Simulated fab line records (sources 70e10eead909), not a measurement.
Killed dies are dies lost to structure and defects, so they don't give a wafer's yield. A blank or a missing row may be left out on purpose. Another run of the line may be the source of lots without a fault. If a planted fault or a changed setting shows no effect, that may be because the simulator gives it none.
fab line records + flow nandHarc
record
- lots=12
- wafers=36
- lastDay=24
route steps=1159 shown A_STAIRCASE@710 A_SGD_CUT@755 END@1159
lots with no fault: from the same line, run without faults
startH: start of the lot's first displayed wafer, in hours after the record's first day + waitH: hours elapsed since this lot's preceding step + " repeats the value in the row above + L1.1+2: several wafers, shown together as one row + - no value, or no start given + * or withheld: withheld + < > ~ a bound
route shown NAME@n: a module of which the file shows steps, and the number in the route of the first + usual: average and standard deviation across the fault-free wafers + same: alike in all rows + chamber/n: place in a boat + sites: readings site by site + _std_site: their standard deviation + _edge_site: the outer-site mean with the inner-site mean subtracted + radiusMm: how far each site lies from the wafer's centre + mask NAME#n: copy n + behind: tool/chamber where the wafer was last shaped + hold: why the lot was held/for how many hours/how that ended + device: the n, p or np transistor that did not switch + end of line: tests run on the same wafers once the route is complete + step lacking rows: just its recipe + killed: dies lost to structure and defects at the first sort, not the wafer's yield + map: the dies of a wafer, with x for killed, . for not killed, _ for no die there
set.NAME: the setting as run; set.NAME@STEP: as run at that earlier step + model.NAME: the simulator's own value behind a step, which no gauge read
steps of the route over a sample of lots; a table a step, a row a wafer
services: when a tool's chamber went out of use (startH, in hours from the record's first day, below 0 if earlier), for how many hours, and the reason
## steps
# step NHARC_A_STAIRCASE_DEP_322
# recipe
- targetThkA=38000
- tempC=400
- targetThkNm=3800
- teosFlowSccm=200
- rfW=500
- material=SiO2
# usual
- heaterPowerW=652/93
| lot.wafer | tool     | chamber | startH | waitH | heaterPowerW | sinceWetCleanH |
|-----------|----------|---------|--------|-------|--------------|----------------|
| L592.1    | pecvd-04 | 2       | 277.02 | 0.4   | 530          | 68             |
| L592.5    | "        | 1       | "      | "     | 617          | -              |
| L592.6    | "        | 2       | "      | "     | 467          | -              |
| L595.1    | pecvd-02 | 2       | 297.97 | 0.3   | 738          | 132            |
| L595.6    | "        | 1       | "      | "     | 609          | -              |
| L595.5    | "        | 2       | "      | "     | 657          | -              |
| L597.1    | pecvd-03 | 0       | 307.81 | 0.1   | 632          | 3              |
| L597.3    | "        | 1       | "      | "     | 640          | 3              |
| L597.2    | "        | 2       | "      | "     | 880          | 3              |
| L601.6    | pecvd-04 | 0       | 345.68 | 0.3   | 571          | -              |
| L601.5    | "        | 1       | "      | "     | 638          | -              |
| L601.4    | "        | 2       | "      | "     | 463          | -              |
| L604.2    | pecvd-04 | 2       | 353.96 | 0.2   | 583          | 145            |
| L604.6    | "        | 2       | "      | "     | 465          | -              |
| L604.5    | "        | 0       | "      | "     | 555          | -              |
| L605.1    | pecvd-03 | 0       | 376.24 | 0.4   | 568          | 71             |
| L605.6    | "        | 0       | "      | "     | 539          | -              |
| L605.4    | "        | 1       | "      | "     | 615          | -              |
| L607.3    | pecvd-02 | 2       | 376.33 | 0.5   | 749          | 29             |
| L607.4    | "        | 2       | "      | "     | 639          | -              |
| L607.6    | "        | 0       | "      | "     | 624          | -              |
| L609.3    | pecvd-03 | 0       | 385.33 | 0.2   | 542          | 80             |
| L609.1    | "        | 1       | "      | "     | 762          | 81             |
| L609.6    | "        | 1       | "      | "     | 630          | -              |
| L606.3    | pecvd-02 | 2       | 385.90 | 0.7   | 770          | 38             |
| L606.4    | "        | 1       | "      | "     | 614          | -              |
| L606.5    | "        | 2       | "      | "     | 632          | -              |
| L611.1    | pecvd-04 | 2       | 398.46 | 0.1   | 562          | 9              |
| L611.2    | "        | 0       | "      | "     | 622          | 9              |
| L611.4    | "        | 1       | "      | "     | 600          | -              |
| L612.3    | pecvd-02 | 2       | 398.47 | 0.1   | 734          | 51             |
| L612.2    | "        | 1       | "      | "     | 655          | 51             |
| L612.6    | "        | 2       | "      | "     | 625          | -              |
| L614.3    | pecvd-02 | 0       | 417.95 | 0.3   | 668          | 70             |
| L614.4    | "        | 1       | "      | "     | 607          | -              |
| L614.6    | "        | 0       | "      | "     | 633          | -              |
# step NHARC_A_STAIRCASE_STRIP_475
# recipe
- timeS=20
- o2FlowSccm=500
- arFlowSccm=0
- biasW=0
- chemistry=O2
# usual
- drypumpMotorCurrentA=5.9/0.33
- oesProductAu=0.996/0.0071
- rfVppV=57.8/0.87
- showerheadPlenumPTorr=3.56/0.13
- throttleValvePct=17.036/0.0094
| lot.wafer | tool       | chamber | startH | waitH | drypumpMotorCurrentA | oesProductAu | rfHoursCounterH | rfVppV | showerheadPlenumPTorr | throttleValvePct |
|-----------|------------|---------|--------|-------|----------------------|--------------|-----------------|--------|-----------------------|------------------|
| L592.1    | rieDiel-13 | 3       | -      | -     | 6.4                  | 0.995        | 6               | 58.0   | 3.65                  | 17.042           |
| L592.5    | "          | 0       | "      | "     | 5.9                  | 0.996        | -               | 57.9   | 3.80                  | 17.019           |
| L592.6    | "          | 1       | "      | "     | 6.3                  | 0.998        | -               | 57.5   | 3.44                  | 17.050           |
| L595.1    | rieDiel-08 | 2       | -      | -     | 5.6                  | 0.996        | 1               | 57.2   | 3.37                  | 17.035           |
| L595.6    | "          | 3       | "      | "     | 5.7                  | 1.001        | -               | 57.7   | 3.44                  | 17.031           |
| L595.5    | "          | 0       | "      | "     | 6.0                  | 0.992        | -               | 59.9   | 3.67                  | 17.019           |
| L597.1    | rieDiel-13 | 1       | -      | -     | 6.3                  | 1.012        | 17              | 58.3   | 3.44                  | 17.047           |
| L597.2    | "          | 2       | "      | "     | 5.8                  | 1.010        | 14              | 58.1   | 3.55                  | 17.024           |
| L597.3    | "          | 3       | "      | "     | 6.4                  | 1.001        | 17              | 60.0   | 3.65                  | 17.033           |
| L601.4    | rieDiel-08 | 3       | -      | -     | 5.7                  | 1.005        | 21              | 58.9   | 3.42                  | 17.031           |
| L601.6    | "          | 2       | "      | "     | 5.6                  | 0.990        | -               | 56.3   | 3.36                  | 17.039           |
| L601.5    | "          | 3       | "      | "     | 5.7                  | 0.988        | -               | 58.1   | 3.42                  | 17.047           |
| L604.2    | rieDiel-08 | 3       | -      | -     | 5.7                  | 0.989        | 25              | 56.7   | 3.42                  | 17.042           |
| L604.6    | "          | 0       | "      | "     | 6.0                  | 0.992        | -               | 57.8   | 3.65                  | 17.036           |
| L604.5    | "          | 1       | "      | "     | 5.2                  | 0.996        | -               | 58.1   | 3.60                  | 17.032           |
| L607.4    | rieDiel-13 | 0       | -      | -     | 5.8                  | 0.991        | 46              | 57.0   | 3.78                  | 17.050           |
| L607.3    | "          | 2       | "      | "     | 5.8                  | 1.001        | 42              | 57.8   | 3.54                  | 17.024           |
| L607.6    | "          | 0       | "      | "     | 5.8                  | 0.989        | -               | 59.8   | 3.78                  | 17.013           |
| L605.1    | rieDiel-05 | 0       | -      | -     | 6.1                  | 0.997        | 20              | 58.0   | 3.72                  | 17.035           |
| L605.4    | "          | 1       | "      | "     | 5.9                  | 0.996        | 19              | 57.9   | 3.68                  | 17.045           |
| L605.6    | "          | 1       | "      | "     | 5.9                  | 1.001        | -               | 58.4   | 3.68                  | 17.031           |
| L606.3    | rieDiel-08 | 2       | -      | -     | 5.6                  | 0.999        | 36              | 56.8   | 3.35                  | 17.030           |
| L606.4    | "          | 3       | "      | "     | 5.7                  | 0.987        | 36              | 57.5   | 3.42                  | 17.034           |
| L606.5    | "          | 2       | "      | "     | 5.6                  | 1.004        | -               | 56.4   | 3.35                  | 17.034           |
| L609.1    | rieDiel-08 | 1       | -      | -     | 5.2                  | 0.990        | 37              | 57.3   | 3.59                  | 17.031           |
| L609.3    | "          | 0       | "      | "     | 6.0                  | 1.003        | 38              | 58.8   | 3.65                  | 17.034           |
| L609.6    | "          | 2       | "      | "     | 5.6                  | 1.001        | -               | 57.7   | 3.35                  | 17.035           |
| L611.2    | rieDiel-05 | 2       | -      | -     | 5.6                  | 0.999        | 27              | 57.0   | 3.52                  | 17.036           |
| L611.4    | "          | 3       | "      | "     | 6.3                  | 0.986        | 28              | 58.5   | 3.54                  | 17.019           |
| L611.1    | "          | 0       | "      | "     | 6.1                  | 0.991        | 28              | 58.4   | 3.72                  | 17.045           |
| L612.2    | rieDiel-05 | 0       | -      | -     | 6.1                  | 0.988        | 29              | 57.4   | 3.72                  | 17.059           |
| L612.3    | "          | 1       | "      | "     | 5.9                  | 0.999        | 28              | 58.7   | 3.68                  | 17.050           |
| L612.6    | "          | 1       | "      | "     | 5.9                  | 0.989        | -               | 57.4   | 3.68                  | 17.056           |
| L614.3    | rieDiel-13 | 0       | -      | -     | 5.9                  | 0.988        | 61              | 57.9   | 3.77                  | 17.047           |
| L614.4    | "          | 2       | "      | "     | 5.8                  | 0.994        | 56              | 59.1   | 3.53                  | 17.047           |
| L614.6    | "          | 3       | "      | "     | 6.3                  | 0.993        | -               | 57.5   | 3.62                  | 17.028           |
# step NHARC_A_SGD_CUT_EXPOSE_06
# recipe
- na=1.35
- doseMj=85.59
- maskId=SGD
# usual
- exposureDoseMJCm2=85.63/0.15
- stageVelMmS=500.04/0.27
| lot.wafer | tool           | chamber | startH | waitH | mask  | exposureDoseMJCm2 | stageVelMmS |
|-----------|----------------|---------|--------|-------|-------|-------------------|-------------|
| L592.1    | arfiScanner-01 | 0       | 301.55 | -     | SGD#0 | 85.97             | 499.91      |
| L592.5    | "              | 0       | "      | "     | SGD#0 | 86.02             | 499.74      |
| L592.6    | "              | 0       | "      | "     | SGD#0 | 85.86             | 500.25      |
| L595.1    | arfiScanner-01 | 0       | 316.06 | -     | SGD#0 | 85.81             | 499.97      |
| L595.5    | "              | 0       | "      | "     | SGD#0 | 85.88             | 500.30      |
| L595.6    | "              | 0       | "      | "     | SGD#0 | 85.82             | 500.25      |
| L597.1    | arfiScanner-01 | 0       | 326.67 | -     | SGD#0 | 88.33             | 499.97      |
| L597.2    | "              | 0       | "      | "     | SGD#0 | 88.45             | 500.20      |
| L597.3    | "              | 0       | "      | "     | SGD#0 | 88.41             | 500.01      |
| L601.4    | arfiScanner-01 | 0       | 366.71 | -     | SGD#0 | 87.74             | 500.30      |
| L601.5    | "              | 0       | "      | "     | SGD#0 | 87.84             | 500.15      |
| L601.6    | "              | 0       | "      | "     | SGD#0 | 87.79             | 500.17      |
| L604.2    | arfiScanner-03 | 0       | 375.06 | -     | SGD#0 | 85.77             | 499.87      |
| L604.5    | "              | 0       | "      | "     | SGD#0 | 85.73             | 499.60      |
| L604.6    | "              | 0       | "      | "     | SGD#0 | 85.63             | 499.79      |
| L607.3    | arfiScanner-02 | 0       | 402.09 | -     | SGD#0 | 85.45             | 499.76      |
| L607.4    | "              | 0       | "      | "     | SGD#0 | 85.58             | 499.59      |
| L607.6    | "              | 0       | "      | "     | SGD#0 | 85.59             | 500.16      |
| L605.1    | arfiScanner-02 | 0       | 402.23 | -     | SGD#0 | 85.51             | 499.98      |
| L605.4    | "              | 0       | "      | "     | SGD#0 | 85.48             | 500.17      |
| L605.6    | "              | 0       | "      | "     | SGD#0 | 85.55             | 499.92      |
| L606.3    | arfiScanner-03 | 0       | 407.67 | -     | SGD#0 | 85.57             | 500.06      |
| L606.4    | "              | 0       | "      | "     | SGD#0 | 85.59             | 499.82      |
| L606.5    | "              | 0       | "      | "     | SGD#0 | 85.70             | 499.55      |
| L609.1    | arfiScanner-03 | 0       | 408.12 | -     | SGD#0 | 85.55             | 499.94      |
| L609.3    | "              | 0       | "      | "     | SGD#0 | 85.63             | 499.47      |
| L609.6    | "              | 0       | "      | "     | SGD#0 | 85.64             | 499.78      |
| L611.1    | arfiScanner-03 | 0       | 422.02 | -     | SGD#0 | 85.47             | 500.44      |
| L611.2    | "              | 0       | "      | "     | SGD#0 | 85.49             | 500.58      |
| L611.4    | "              | 0       | "      | "     | SGD#0 | 85.44             | 500.27      |
| L612.2    | arfiScanner-02 | 0       | 423.02 | -     | SGD#0 | 85.58             | 500.02      |
| L612.3    | "              | 0       | "      | "     | SGD#0 | 85.54             | 500.06      |
| L612.6    | "              | 0       | "      | "     | SGD#0 | 85.51             | 500.12      |
| L614.3    | arfiScanner-03 | 0       | 448.31 | -     | SGD#0 | 85.55             | 500.08      |
| L614.4    | "              | 0       | "      | "     | SGD#0 | 85.54             | 500.11      |
| L614.6    | "              | 0       | "      | "     | SGD#0 | 85.58             | 499.86      |
# step NHARC_A_SGD_CUT_CD_MEAS_09
# recipe
- targetCdNm=100
- landingEnergyEv=500
# usual
- cdNm=100.3/0.45
# same
- landingEnergyEv=500
| lot.wafer | tool     | chamber | startH | waitH | cdNm  |
|-----------|----------|---------|--------|-------|-------|
| L592.1    | cdSem-02 | 0       | 301.69 | -     | 100.5 |
| L592.5    | "        | 0       | "      | "     | 100.3 |
| L592.6    | "        | 0       | "      | "     | 100.3 |
| L595.1    | cdSem-02 | 0       | 316.20 | -     | 99.9  |
| L595.5    | "        | 0       | "      | "     | 100.1 |
| L595.6    | "        | 0       | "      | "     | 100.0 |
| L597.1    | cdSem-01 | 0       | 326.81 | -     | 102.9 |
| L597.2    | "        | 0       | "      | "     | 101.9 |
| L597.3    | "        | 0       | "      | "     | 102.1 |
| L601.4    | cdSem-01 | 0       | 366.85 | -     | 102.0 |
| L601.5    | "        | 0       | "      | "     | 101.5 |
| L601.6    | "        | 0       | "      | "     | 101.7 |
| L604.2    | cdSem-02 | 0       | 375.20 | -     | 101.3 |
| L604.5    | "        | 0       | "      | "     | 101.2 |
| L604.6    | "        | 0       | "      | "     | 100.8 |
| L607.3    | cdSem-01 | 0       | 402.23 | -     | 100.2 |
| L607.4    | "        | 0       | "      | "     | 100.1 |
| L607.6    | "        | 0       | "      | "     | 100.2 |
| L605.1    | cdSem-01 | 0       | 402.37 | -     | 100.5 |
| L605.4    | "        | 0       | "      | "     | 100.7 |
| L605.6    | "        | 0       | "      | "     | 100.3 |
| L606.3    | cdSem-03 | 0       | 407.80 | -     | 100.5 |
| L606.4    | "        | 0       | "      | "     | 99.9  |
| L606.5    | "        | 0       | "      | "     | 100.4 |
| L609.1    | cdSem-02 | 0       | 408.27 | -     | 101.1 |
| L609.3    | "        | 0       | "      | "     | 100.7 |
| L609.6    | "        | 0       | "      | "     | 101.2 |
| L611.1    | cdSem-01 | 0       | 422.16 | -     | 100.0 |
| L611.2    | "        | 0       | "      | "     | 99.7  |
| L611.4    | "        | 0       | "      | "     | 99.7  |
| L612.2    | cdSem-03 | 0       | 423.16 | -     | 99.3  |
| L612.3    | "        | 0       | "      | "     | 99.8  |
| L612.6    | "        | 0       | "      | "     | 99.8  |
| L614.3    | cdSem-03 | 0       | 448.45 | -     | 101.3 |
| L614.4    | "        | 0       | "      | "     | 100.2 |
| L614.6    | "        | 0       | "      | "     | 99.9  |
# step NHARC_A_SGD_CUT_CMP_21
# recipe
- targetThkNm=148.19
# usual
- edgeZonePressureFrac=1.000/0.0051
- motorCurrentA=12.7/1.7
- timeToEndpointS=49.8/2.6
| lot.wafer | tool   | chamber | startH | waitH | edgeZonePressureFrac | motorCurrentA | timeToEndpointS |
|-----------|--------|---------|--------|-------|----------------------|---------------|-----------------|
| L592.1    | cmp-01 | 1       | 307.72 | 0.4   | 1.001                | 11.7          | 48.9            |
| L592.6    | "      | 0       | "      | "     | 1.003                | 11.3          | 48.1            |
| L592.5    | "      | 1       | "      | "     | 1.000                | 11.4          | 49.2            |
| L595.1    | cmp-03 | 3       | 322.09 | 0.4   | 1.000                | 12.3          | 47.8            |
| L595.6    | "      | 2       | "      | "     | 0.993                | 13.4          | 47.3            |
| L595.5    | "      | 3       | "      | "     | 1.000                | 12.6          | 48.6            |
| L597.3    | cmp-01 | 3       | 332.77 | 0.4   | 1.001                | 16.3          | 44.6            |
| L597.2    | "      | 0       | "      | "     | 1.001                | 11.4          | 47.7            |
| L597.1    | "      | 2       | "      | "     | 0.995                | 12.5          | 45.5            |
| L601.4    | cmp-03 | 0       | 373.97 | 0.4   | 1.007                | 14.2          | 51.4            |
| L601.5    | "      | 3       | "      | "     | 1.000                | 11.8          | 50.6            |
| L601.6    | "      | 0       | "      | "     | 1.006                | 13.8          | 51.0            |
| L604.2    | cmp-03 | 1       | 380.81 | 0.4   | 0.997                | 12.1          | 47.8            |
| L604.6    | "      | 0       | "      | "     | 1.001                | 13.8          | 50.8            |
| L604.5    | "      | 1       | "      | "     | 1.006                | 12.4          | 49.6            |
| L607.4    | cmp-01 | 1       | 408.16 | 0.4   | 0.999                | 11.7          | 52.3            |
| L607.3    | "      | 3       | "      | "     | 1.004                | 17.1          | 50.4            |
| L607.6    | "      | 1       | "      | "     | 0.994                | 12.0          | 53.2            |
| L605.4    | cmp-03 | 3       | 408.17 | 0.4   | 1.007                | 12.5          | 50.4            |
| L605.1    | "      | 1       | "      | "     | 0.998                | 12.7          | 51.2            |
| L605.6    | "      | 2       | "      | "     | 1.006                | 12.8          | 48.5            |
| L606.3    | cmp-02 | 0       | 413.52 | 0.4   | 0.999                | 12.5          | 47.2            |
| L606.4    | "      | 2       | "      | "     | 1.003                | 12.7          | 50.6            |
| L606.5    | "      | 1       | "      | "     | 1.004                | 11.8          | 47.6            |
| L609.1    | cmp-01 | 0       | 413.52 | 0.4   | 1.001                | 10.1          | 52.7            |
| L609.3    | "      | 1       | "      | "     | 1.003                | 11.9          | 51.9            |
| L609.6    | "      | 0       | "      | "     | 1.006                | 11.0          | 54.9            |
| L611.1    | cmp-01 | 2       | 427.92 | 0.4   | 1.000                | 13.1          | 52.5            |
| L611.4    | "      | 3       | "      | "     | 1.003                | 16.0          | 49.1            |
| L611.2    | "      | 1       | "      | "     | 0.998                | 11.9          | 53.8            |
| L612.3    | cmp-03 | 2       | 428.05 | 0.5   | 1.000                | 12.9          | 46.9            |
| L612.2    | "      | 0       | "      | "     | 0.989                | 13.4          | 47.4            |
| L612.6    | "      | 2       | "      | "     | 0.991                | 11.9          | 47.2            |
| L614.3    | cmp-01 | 3       | 454.35 | 0.4   | 0.994                | 17.5          | 45.5            |
| L614.4    | "      | 0       | "      | "     | 1.006                | 10.4          | 49.8            |
| L614.6    | "      | 0       | "      | "     | 1.009                | 10.6          | 51.2            |
# step NHARC_END_SORT_01
# recipe
- tempC=25
# usual
- killedAtArray=31/12
- killedAtOther=0.6/0.85
- killedAtPeriphery=3.0/2.3
- killedDies=35/12
- killedOpen=3.2/1.9
- killedShort=1.8/1.4
# same
- grossDies=677
| lot.wafer | tool      | chamber | startH | waitH | killedAtArray | killedAtOther | killedAtPeriphery | killedDies | killedOpen | killedShort |
|-----------|-----------|---------|--------|-------|---------------|---------------|-------------------|------------|------------|-------------|
| L606.5    | prober-01 | 0       | 544.83 | 3.7   | 32            | 0             | 2                 | 34         | 3          | 1           |
# killed by level:class
L606.5 A_CHANNEL_HOLE_D1:chamberFilmFlake=22 A_STAIRCASE:chamberFilmFlake=3 P_CONTACT:geometricParticle:open=1 A_CHANNEL_HOLE_D1:geometricParticle:open=1 A_CONTACT:geometricParticle:short=1 A_M0:geometricParticle:open=1 P_GATE:chamberFilmFlake=1 A_ZERO_WELL:chamberFilmFlake=1
## services
| tool           | chamber | startH | hours | kind   |
|----------------|---------|--------|-------|--------|
| cmp-03         | -       | 254.10 | 4.0   | pm     |
| rieDiel-13     | 3       | 261.93 | 3.9   | repair |
| cmp-03         | -       | 264.61 | 0.2   | repair |
| cmp-01         | -       | 270.64 | 1.3   | repair |
| rieDiel-13     | -       | 276.14 | 9.0   | pm     |
| cmp-01         | -       | 277.78 | 4.0   | pm     |
| cmp-01         | -       | 297.10 | 4.4   | repair |
| rieDiel-08     | -       | 302.18 | 9.0   | pm     |
| cmp-03         | -       | 303.57 | 0.2   | repair |
| cmp-03         | -       | 307.55 | 1.3   | repair |
| arfiScanner-03 | -       | 312.00 | 4.0   | pm     |
| pecvd-02       | 1       | 318.95 | 13.3  | repair |
| rieDiel-08     | 3       | 325.44 | 4.3   | repair |
| cmp-03         | -       | 327.03 | 0.5   | repair |
| pecvd-02       | -       | 334.89 | 13.0  | pm     |
| arfiScanner-03 | -       | 339.78 | 1.0   | repair |
| arfiScanner-03 | -       | 345.55 | 0.3   | repair |
| cmp-03         | -       | 349.33 | 0.3   | repair |
| cmp-03         | -       | 352.10 | 4.0   | pm     |
| cmp-01         | -       | 375.78 | 4.0   | pm     |
| arfiScanner-03 | -       | 398.61 | 7.8   | repair |
| cmp-01         | -       | 435.85 | 3.8   | repair |
| rieDiel-08     | -       | 446.38 | 0.3   | repair |
| cmp-03         | -       | 450.10 | 4.0   | pm     |
## key
firstSign
- step=NHARC_A_SGD_CUT_EXPOSE_06
- reading=exposureDoseMJCm2
- direction=up
- sigmas=16
- usual=85.63
- struck=88.09
effect
- step=NHARC_A_SGD_CUT_CD_MEAS_09
- reading=cdNm
- direction=up
- sigmas=3.8
- usual=100.3
- struck=102.0
- through=controlLoop
metAt NHARC_A_SGD_CUT_EXPOSE_06
struckLots L597,L601
testerLeftOut L597,L601
loopTrim
- step=NHARC_A_SGD_CUT_EXPOSE_06
- setting=dose
- lots=L601
notActingAt NHARC_A_STAIRCASE_DEP_322,NHARC_A_STAIRCASE_STRIP_475,NHARC_A_SGD_CUT_CMP_21
onsetBetween 316.06 326.67
fault
- kind=processParameterDrift
- tool=arfiScanner-01
- chamber=-
- onsetH=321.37
- steps=NHARC_A_SGD_CUT_EXPOSE_06
- channel=doseMj
- offset=2.5509
- shape=step
- actsIn=theseRecipesOnly
- stated=85.59
# testerLeftOut: of these lots the tester's yield and bins aren't shown, on N5 and GAA mostly nor the transistor test; their killed dies are dies lost to structure and defects alone, not to doping, threshold or leakage, so they don't give the yield
# loopTrim: a control loop set the setting to another value than it would have without faults
